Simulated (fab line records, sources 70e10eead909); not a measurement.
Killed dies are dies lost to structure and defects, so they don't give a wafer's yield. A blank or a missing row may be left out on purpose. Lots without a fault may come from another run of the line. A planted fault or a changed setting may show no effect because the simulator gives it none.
Which tool did it? | flow nand_harc | 6 lots, 18 wafers sampled, at 3 steps of a route of 1302

WHAT THE GAUGES READ, wafer by wafer
NHARC_A_SOURCE_PLATE_THK_MEAS_06: measures by ellipsometry.
lot  | measured     | on            | thk_nm (nm)
L190 | day 7 15:10  | film_metro-01 | 198.4 199.0 198.4
L192 | day 9 01:18  | film_metro-02 | 198.7 200.3 200.0
L195 | day 10 00:29 | film_metro-02 | 201.8 200.3 203.4
L205 | day 14 11:20 | film_metro-02 | 151.7 150.0 150.5
L207 | day 15 03:43 | film_metro-02 | 201.2 202.3 200.9
L209 | day 15 21:19 | film_metro-01 | 201.4 203.1 201.5

WHICH TOOL RAN EACH LOT (tool, then ch and the chambers of the sampled wafers, then the start)
lot  | NHARC_P_BONDPAD_DEGAS_25     | NHARC_A_SOURCE_PLATE_CVD_03
L190 | pvd_sputter-02, day 6 15:23  | lpcvd_poly-02 ch 0, day 7 04:15
L192 | pvd_sputter-02, day 8 00:18  | lpcvd_poly-01 ch 0, day 8 14:32
L195 | pvd_sputter-01, day 8 20:07  | lpcvd_poly-01 ch 0, day 9 09:59
L205 | pvd_sputter-02, day 13 06:28 | lpcvd_poly-01 ch 0, day 13 23:32
L207 | pvd_sputter-01, day 14 02:41 | lpcvd_poly-04 ch 0, day 14 17:11
L209 | pvd_sputter-02, day 14 19:40 | lpcvd_poly-04 ch 0, day 15 10:01
- NHARC_P_BONDPAD_DEGAS_25: time 60 s.
- NHARC_A_SOURCE_PLATE_CVD_03: deposits poly-Si, target thk 200 nm, time 4000 s.

THE ANSWER, worked out from the rows above alone
Rule: what is usual is taken from the lots themselves. Put in order of their means at a reading, lots are off if they are a third of the lots or fewer, leave a main group of 4 or more, and stand apart from it by a gap of 3 or more times the standard deviation of the main group's means; of several such gaps the widest counts. A main group whose means are all the same, to the digits that the tables above print for the reading, isn't used. A lot without any number at a reading at which 4 lots or more have one is off too. The other lots that the step has rows for count as sound.
Off: L205, at NHARC_A_SOURCE_PLATE_THK_MEAS_06 (thk_nm). The main group: mean 200.7 nm, standard deviation 1.3.
A tool fits if, at a process step before that reading, it ran every lot that is off, and no sound lot after the first of them. The gauges at NHARC_A_SOURCE_PLATE_THK_MEAS_06 are tried like those tools. One fits: lpcvd_poly-01 at NHARC_A_SOURCE_PLATE_CVD_03. Its last sound lot is L195 (day 9 09:59), its first lot that is off L205 (day 13 23:32): a fault that began between those two fits.

WHAT THE SIMULATOR HAD PUT IN
Process parameter drift: lpcvd_poly-01, from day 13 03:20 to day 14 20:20, at NHARC_A_SOURCE_PLATE_CVD_03. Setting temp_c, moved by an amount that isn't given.
Lots struck among those shown: L205. The rule above found the same.
